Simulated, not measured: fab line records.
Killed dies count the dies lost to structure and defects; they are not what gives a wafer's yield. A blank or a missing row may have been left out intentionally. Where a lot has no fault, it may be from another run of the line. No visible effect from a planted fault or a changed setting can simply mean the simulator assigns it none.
8D (eight disciplines) problem report, filled in by code + flow nand-harc + the parts of the form that need people (team, actions taken, sign-off) are left out

== 1. WHAT IS WRONG ==
Wafers without a fault read 41.6 s, standard deviation 0.52; run-length-s at NHARC_A_STAIRCASE_ETCH_253 reads a mean of 39.3 s on 2 wafers belonging to 2 lots. That puts it -4.3 standard deviations away from the usual mean.
The step: etches the open film in C4F8/O2, target depth 50 nm, time 20.2 s.
First observed at day 17 16:43: wafer L741.6, on rie-diel-04. At this step, 14 wafers from 6 lots have a number in the record. Rule for "out" (also "out of limits"): further than 4 standard deviations from the usual mean. All remaining wafers that have a number are taken as sound.

== 2. WHAT IT IS, AND WHAT IT ISN'T ==
| question                    | is                     | is not                                                                         |
|-----------------------------|------------------------|--------------------------------------------------------------------------------|
| which readings at this step | run-length-s           | oes-product-au, rf-vpp-V                                                       |
| which lots                  | L741, L743             | L740, L750, L751, L755                                                         |
| which wafers of those lots  | all that have a number | -                                                                              |
| read on which tools         | rie-diel-04            | rie-diel-08, rie-diel-13                                                       |
| when                        | from day 17 16:43      | up to then (3 sound wafers); but 9 sound wafers of L750, L751, L755 came after |

== 3. SUSPECTS, AND WHAT RULES EACH OUT ==
Counting: a tool at any process step up to the reading remains a suspect when it ran all the lots that are out and ran no sound lot after the first of those.
- rie-diel-04 at NHARC_A_STAIRCASE_DESCUM_252 (chemistry O2, time 3 s): ruled out as a lasting fault. Sound lots L750 ran on it after its first lot that is out, L741 (day 17 16:39).
- rie-diel-04 at NHARC_A_STAIRCASE_ETCH_253 (etches the open film in C4F8/O2, target depth 50 nm, time 20.2 s): ruled out as a lasting fault. Sound lots L750 ran on it after its first lot that is out, L741 (day 17 16:43).
Left after counting: nothing in the record.

== 4. THE CAUSE (what the simulator had put in) ==
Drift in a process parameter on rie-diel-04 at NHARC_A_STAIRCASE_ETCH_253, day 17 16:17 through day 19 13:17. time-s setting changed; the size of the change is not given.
Counting ruled it out, wrongly.

== 5. THE CHAIN OF EFFECTS, in route order ==
Rows list readings where the struck wafers' mean (over those with a number) sits beyond 3 standard deviations from the usual. Readings are gone through only where the record gives a usual standard deviation; hours: the median, over the lots, of the time from a lot's start at the first step in this table giving one to that lot's start at this step; sigmas: the change measured in usual standard deviations.
| hours | step                       | reading      | usual  | on struck wafers | change | sigmas |
|-------|----------------------------|--------------|--------|------------------|--------|--------|
| 0     | NHARC_A_STAIRCASE_ETCH_253 | run-length-s | 41.6 s | 39.3             | -2.3   | -4.3   |
Here are the process steps it includes:
- NHARC_A_STAIRCASE_ETCH_253: etches the open film in C4F8/O2, target depth 50 nm, time 20.2 s.

== 6. WHAT WOULD HAVE CAUGHT IT SOONER ==
In this record the first reading out of limits was taken at day 17 16:43, 0 hours after the fault began at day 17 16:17.
